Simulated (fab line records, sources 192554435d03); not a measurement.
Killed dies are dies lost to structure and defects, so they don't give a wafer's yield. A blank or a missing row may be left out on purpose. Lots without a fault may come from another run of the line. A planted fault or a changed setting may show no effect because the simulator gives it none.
fab line records | flow n5_finfet
record lots=10 wafers=30 last_day=18
route steps=1938 shown BEOL_M5@1157 PASS1_DEP@1831 MIM_BOT_LITHO@1865 PASSIVATION@1906
lots that met no fault: from a run of the same line without faults
start_h: hours from the record's first day to the start of the lot's first wafer shown | wait_h: hours since the lot's step before | " the same as in the row above | L1.1+2: a row that stands for several wafers | - no value, or no start given | * or withheld: withheld | < > ~ a bound
route shown NAME@n: a module of which the file shows steps, and the number in the route of the first | usual: mean/standard deviation of fault-free wafers | same: alike in all rows | chamber/n: place in a boat | sites: the reading at each site | _std_site: their standard deviation | _edge_site: outer sites' mean less inner sites' | radius_mm: how far each site lies from the wafer's centre | mask NAME#n: copy n | behind: the tool/chamber that last shaped the wafer | hold: why the lot was held/for how many hours/how that ended | device: the transistor (n, p or np) that didn't switch | end of line: the same wafers' tests at the end of the route | a step without rows: its recipe alone | killed: dies lost to structure and defects at the first sort, not the wafer's yield | map: a wafer's dies, x killed, . not, _ none there
set.NAME: the setting as run; set.NAME@STEP: as run at that earlier step | model.NAME: the simulator's own value behind a step, which no gauge read
steps of the route over a sample of lots; a table a step, a row a wafer
services: from which hour (start_h, from the record's first day; less than 0 if before it) a tool's chamber was out of use, for how many hours, and why
## steps
# step N5_BEOL_M5_VIA_ETCH_34
# recipe chemistry=C4F6/O2 target=SiCOH_lowk target_depth_a=883 mask_material=SOC taper_deg=4 time_s=39.2 ion_energy_ev=250 pressure_mtorr=30 source_w=345 bias_w=185 Ar_flow_sccm=300 C4F6_flow_sccm=10 O2_flow_sccm=10
# usual drypump_motor_current_A=5.6/0.43 oes_f_703_au=0.82/0.087 oes_product_au=0.81/0.094 rf_vpp_V=663/13 showerhead_plenum_p_Torr=2.80/0.098 throttle_valve_pct=20.69/0.19
# columns lot.wafer tool chamber start_h wait_h drypump_motor_current_A oes_f_703_au oes_product_au rf_hours_counter_h rf_vpp_V showerhead_plenum_p_Torr throttle_valve_pct
L736.3 rie_diel-04 2 167.91 0.0 6.2 0.86 0.88 44 673 2.92 20.52
L736.4 " 1 " " 5.7 0.77 0.77 137 651 2.63 20.59
L736.6 " 2 " " 6.2 0.85 0.90 - 672 2.92 20.52
L737.1 rie_diel-04 1 184.63 0.0 5.8 0.77 0.76 141 652 2.62 20.60
L737.3 " 0 " " 5.8 0.71 0.68 242 663 2.78 21.02
L737.5 " 2 " " 6.2 0.86 0.87 - 670 2.91 20.50
L738.1 rie_diel-01 3 185.85 0.0 5.6 0.74 0.76 152 680 2.97 20.74
L738.2 " 2 " " 5.2 0.79 0.77 134 672 2.75 20.78
L738.3 " 1 " " 5.8 0.87 0.86 77 646 2.78 20.65
L739.1 rie_diel-01 0 199.70 0.0 4.9 0.95 0.94 11 658 2.82 20.58
L739.5 " 2 " " 5.2 0.78 0.77 - 671 2.74 20.77
L739.6 " 1 " " 5.8 0.87 0.84 - 646 2.78 20.65
L741.3 rie_diel-04 0 208.96 0.0 5.8 0.71 0.69 248 663 2.78 21.06
L741.4 " 1 " " 5.7 0.76 0.76 147 652 2.62 20.61
L741.6 " 2 " " 6.2 0.85 0.86 - 670 2.91 20.53
L745.1 rie_diel-04 2 231.10 0.0 6.2 0.84 0.86 62 669 2.91 20.55
L745.3 " 3 " " 5.2 0.73 0.68 218 652 2.71 20.81
L745.5 " 3 " " 5.2 0.72 0.69 - 653 2.72 20.81
L749.2 rie_diel-01 2 270.43 0.0 5.2 0.76 0.75 163 671 2.73 20.80
L749.5 " 3 " " 5.6 0.72 0.73 - 681 2.96 20.79
L749.6 " 2 " " 5.2 0.76 0.77 - 671 2.73 20.80
L754.1 rie_diel-03 1 291.07 0.0 6.3 0.88 0.89 23 674 2.91 21.01
L754.2 " 0 " " 6.1 0.95 0.96 10 653 2.78 20.28
L754.6 " 3 " " 5.7 0.96 0.97 - 644 2.81 20.77
L756.1 rie_diel-03 1 299.86 0.0 6.3 0.89 0.88 26 676 2.91 21.02
L756.3 " 2 " " 5.0 0.84 0.86 48 691 2.87 20.48
L756.4 " 0 " " 6.0 0.95 0.94 12 652 2.77 20.30
L758.2 rie_diel-01 2 314.69 0.0 5.2 0.75 0.74 178 671 2.73 20.82
L758.3 " 3 " " 5.6 0.71 0.73 196 679 2.95 20.81
L758.5 " 1 " " 5.7 0.83 0.81 - 646 2.77 20.69
# step N5_PASSIVATION_PECVD_00
# recipe material=SiO2 target_thk_a=2000 temp_c=400 precursor=SiH4/N2O pressure_torr=2.7 rf_w=608 time_s=11.2
# usual heater_power_w=630/61 showerhead_plenum_p_Torr=8.15/0.11 throttle_valve_pct=51.0/1.6
# columns lot.wafer tool chamber start_h wait_h heater_power_w showerhead_plenum_p_Torr throttle_valve_pct
L736.3 pecvd-02 2 244.00 0.5 688 8.20 48.7
L736.4 " 1 " " 558 7.95 51.0
L736.6 " 2 " " 696 8.19 48.9
L738.1 pecvd-02 2 261.93 0.8 694 8.21 48.7
L738.2 " 0 " " 555 8.14 49.6
L738.3 " 0 " " 546 8.16 49.7
L737.1 pecvd-01 1 262.86 0.8 686 8.16 53.9
L737.3 " 0 " " 716 8.13 50.9
L737.5 " 0 " " 704 8.12 51.2
L739.1 pecvd-02 0 275.84 0.8 552 8.17 49.5
L739.5 " 0 " " 585 8.12 49.7
L739.6 " 1 " " 601 7.96 50.9
L741.3 pecvd-02 0 283.68 0.5 549 8.15 49.8
L741.4 " 0 " " 564 8.16 49.8
L741.6 " 2 " " 643 8.17 48.9
L745.1 pecvd-04 0 314.44 0.8 667 7.98 49.4
L745.3 " 1 " " 583 8.03 52.7
L745.5 " 1 " " 593 8.05 52.9
L749.2 pecvd-01 0 351.74 0.7 664 8.14 51.1
L749.5 " 2 " " 698 8.30 50.3
L749.6 " 0 " " 677 8.11 51.7
L754.1 pecvd-04 2 376.91 0.8 518 8.29 53.8
L754.2 " 0 " " 627 7.97 49.4
L754.6 " 1 " " 627 8.04 52.5
L756.1 pecvd-01 1 383.27 0.8 726 8.17 53.7
L756.3 " 0 " " 703 8.13 51.7
L756.4 " 1 " " 730 8.17 53.7
L758.2 pecvd-01 0 414.06 0.7 718 8.13 51.8
L758.3 " 2 " " 610 8.26 50.8
L758.5 " 1 " " 672 8.18 53.8
# step N5_MIM_BOT_LITHO_DESCUM_10
# recipe chemistry=O2 time_s=7.9 source_power_w=50 bias_power_w=20 pressure_mtorr=20 rf_frequency_hz=2.712e+07 temp_c=40 o2_flow_sccm=225
# usual drypump_motor_current_A=5.6/0.53 oes_product_au=0.80/0.077 rf_vpp_V=243.2/1.4 showerhead_plenum_p_Torr=2.10/0.079 throttle_valve_pct=20.30/0.28
# columns lot.wafer tool chamber start_h wait_h drypump_motor_current_A oes_product_au rf_hours_counter_h rf_vpp_V showerhead_plenum_p_Torr throttle_valve_pct
L736.3 rie_diel-06 1 247.59 0.0 5.1 0.95 3 241.3 2.05 20.06
L736.4 " 2 " " 6.4 0.69 246 240.3 1.99 21.13
L736.6 " 3 " " 6.6 0.68 - 244.3 2.18 20.87
L738.1 rie_diel-02 3 266.33 0.1 5.8 0.78 144 241.9 2.09 20.17
L738.2 " 1 " " 6.1 0.69 249 243.2 2.15 20.58
L738.3 " 2 " " 5.3 0.84 69 245.1 2.24 20.14
L737.1 rie_diel-06 2 266.41 0.0 6.5 0.68 253 241.5 1.99 21.13
L737.3 " 3 " " 6.6 0.69 242 243.9 2.18 20.88
L737.5 " 3 " " 6.6 0.69 - 245.8 2.18 20.88
L739.1 rie_diel-05 2 281.20 0.0 5.6 0.75 151 242.7 2.09 20.40
L739.5 " 0 " " 5.3 0.76 - 241.9 2.01 20.21
L739.6 " 1 " " 4.9 0.84 - 242.9 2.04 19.83
L741.3 rie_diel-06 3 287.95 0.0 6.7 0.69 249 243.1 2.17 20.88
L741.4 " 0 " " 5.0 0.84 - 245.3 2.21 20.12
L741.6 " 3 " " 6.7 0.68 - 245.0 2.17 20.88
L745.1 rie_diel-02 1 317.98 0.0 6.0 0.92 9 243.6 2.14 20.30
L745.3 " 3 " " 5.8 0.75 163 242.5 2.08 20.19
L745.5 " 2 " " 5.3 0.82 - 244.7 2.23 20.16
L749.2 rie_diel-05 1 356.29 0.0 4.9 0.81 84 242.9 2.03 19.88
L749.5 " 2 " " 5.6 0.71 - 244.0 2.08 20.40
L749.6 " 1 " " 4.8 0.81 - 241.7 2.03 19.89
L754.1 rie_diel-02 2 381.17 0.0 5.3 0.78 110 244.9 2.22 20.20
L754.2 " 0 " " 5.6 0.75 143 241.8 2.01 20.21
L754.6 " 1 " " 6.0 0.86 - 243.3 2.13 20.34
L756.1 rie_diel-05 3 386.47 0.0 5.4 0.84 61 242.5 2.05 20.19
L756.3 " 1 " " 4.9 0.80 94 242.8 2.03 19.91
L756.4 " 2 " " 5.6 0.72 185 242.0 2.08 20.44
L758.2 rie_diel-02 0 416.52 0.0 5.7 0.76 155 241.9 2.01 20.22
L758.3 " 2 " " 5.3 0.78 121 245.1 2.22 20.21
L758.5 " 0 " " 5.7 0.76 - 241.2 2.01 20.21
# step N5_PASSIVATION_OVL_MEAS_63
# recipe points_per_wafer=44
# usual PAD_OVL=2/5
# columns lot.wafer tool chamber start_h wait_h PAD_OVL[nm]
L736.3 overlay-02 0 250.97 0.0 -2
L736.4 " 0 " " -10
L736.6 " 0 " " -7
L737.1 overlay-02 0 269.59 0.0 3
L737.3 " 0 " " 3
L737.5 " 0 " " 5
L738.1 overlay-02 0 270.01 0.0 1
L738.2 " 0 " " -1
L738.3 " 0 " " -3
L739.1 overlay-02 0 286.10 0.0 8
L739.5 " 0 " " 1
L739.6 " 0 " " 5
L741.3 overlay-01 0 292.41 0.0 9
L741.4 " 0 " " 5
L741.6 " 0 " " 5
L745.1 overlay-02 0 321.33 0.0 11
L745.3 " 0 " " 9
L745.5 " 0 " " 10
L749.2 overlay-01 0 361.46 0.0 12
L749.5 " 0 " " 7
L749.6 " 0 " " 7
L754.1 overlay-01 0 384.95 0.0 -4
L754.2 " 0 " " 2
L754.6 " 0 " " 0
L756.1 overlay-02 0 389.86 0.0 1
L756.3 " 0 " " 4
L756.4 " 0 " " -1
L758.2 overlay-02 0 420.36 0.0 5
L758.3 " 0 " " 4
L758.5 " 0 " " 4
# step N5_PASSIVATION_PROBE_49
# usual defect_limited_yield=91.2/1.6 killed_at_M0_to_M3=34/11 killed_at_M4_up=14/5.7 killed_at_contacts=14/6.6 killed_at_front_end=37/10 killed_at_other=4/3.2 killed_dies=104/19 killed_on_rim=14/4.1 killed_open=69/13 killed_short=33/8.7 sort_bin_5_function=5.1/1 sort_bin_6_memory=3.3/0.76 sort_bin_8_speed=0.00/0.016 sort_n_pass=1076/19 sort_yield_pct=91.2/1.6
# same gross_dies=1180 killed_at_back_side=0 sort_bin_4_leakage[%]=0
# columns lot.wafer tool chamber start_h wait_h defect_limited_yield[%] killed_at_M0_to_M3 killed_at_M4_up killed_at_contacts killed_at_front_end killed_at_other killed_dies killed_on_rim killed_open killed_short sort_bin_5_function[%] sort_bin_6_memory[%] sort_bin_8_speed[%] sort_n_pass sort_yield_pct[%]
L745.1 prober-01 - 326.27 0.0 85.8 33 87 9 27 11 167 27 60 38 8.5 4.4 0 1013 85.8
L745.3 prober-01 - 326.37 0.1 90.9 38 12 2 48 7 107 16 72 31 5.6 3.3 0 1073 90.9
L745.5 prober-01 - 326.47 0.2 89.4 44 16 15 39 11 125 18 88 35 6.6 3.9 0 1055 89.4
# killed by level:class
L745.1 BEOL_M5:unspecified=68 BEOL_M4:geometric_particle:open=8 PAD_METAL:geometric_particle:short=8 MOL_CONTACT_COAG:geometric_particle:open=7 BEOL_M0_SAQP:geometric_particle:short=7 BEOL_M2:geometric_particle:open=7 FIN_SAQP:geometric_particle:open=6 BEOL_M0_SAQP:geometric_particle:open=5
L745.3 FIN_SAQP:geometric_particle:open=13 FIN_SAQP:geometric_particle:short=11 BEOL_M0_SAQP:geometric_particle:open=11 BEOL_M1:geometric_particle:open=7 BEOL_M3:geometric_particle:open=7 GATE_CUT:geometric_particle:short=6 STI_FIN_REVEAL:geometric_particle:open=5 BEOL_M0_SAQP:geometric_particle:short=5
L745.5 FIN_SAQP:geometric_particle:open=16 MOL_CONTACT_COAG:geometric_particle:open=13 BEOL_M2:geometric_particle:open=13 FIN_SAQP:geometric_particle:short=9 BEOL_M0_SAQP:geometric_particle:open=8 BEOL_M4:geometric_particle:open=8 BEOL_M0_SAQP:geometric_particle:short=6 BEOL_M1:geometric_particle:open=5
## services
# columns tool chamber start_h hours kind
rie_diel-02 0 151.41 1.6 repair
pecvd-01 - 152.21 1.7 repair
rie_diel-06 2 168.37 33.9 repair
rie_diel-01 1 186.61 6.5 repair
rie_diel-06 - 195.13 28.1 pm
rie_diel-04 3 198.65 1.7 repair
pecvd-02 0 206.64 4.7 repair
rie_diel-01 1 218.33 2.2 repair
rie_diel-04 - 237.68 2.8 pm
pecvd-01 - 241.79 14.6 pm
rie_diel-05 - 250.18 0.4 repair
rie_diel-01 0 254.85 1.3 repair
rie_diel-01 0 269.55 3.6 repair
pecvd-01 1 279.98 6.5 repair
pecvd-01 0 287.45 3.9 repair
rie_diel-04 - 288.48 2.1 repair
pecvd-02 - 290.07 1.3 repair
rie_diel-01 1 305.80 8.6 repair
rie_diel-05 2 325.98 13.5 repair
rie_diel-05 - 330.64 3.9 repair
rie_diel-05 3 336.29 3.1 repair
pecvd-01 1 343.01 16.8 repair
rie_diel-02 1 370.04 5.3 repair
pecvd-01 - 415.71 0.6 repair
## key
first_sign step=N5_PASSIVATION_PROBE_49 reading=killed_at_M4_up direction=up sigmas=13 usual=14 struck=87
effect step=N5_PASSIVATION_PROBE_49 reading=defect_limited_yield direction=down sigmas=3.3 usual=91.2 struck=85.8
more_kills_born_at N5_BEOL_M5_VIA_ETCH_34@rie_diel-04=68
met_at N5_BEOL_M5_VIA_ETCH_34
struck_lots L745
struck_wafers L745.1
not_acting_at N5_PASSIVATION_PECVD_00,N5_MIM_BOT_LITHO_DESCUM_10,N5_PASSIVATION_OVL_MEAS_63
onset_between 208.96 231.10
fault kind=chamber_particle_source tool=rie_diel-04 chamber=2 onset_h=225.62 steps=N5_BEOL_M5_VIA_ETCH_34 rate_per_visit_cm2=0.46328 end_h=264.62
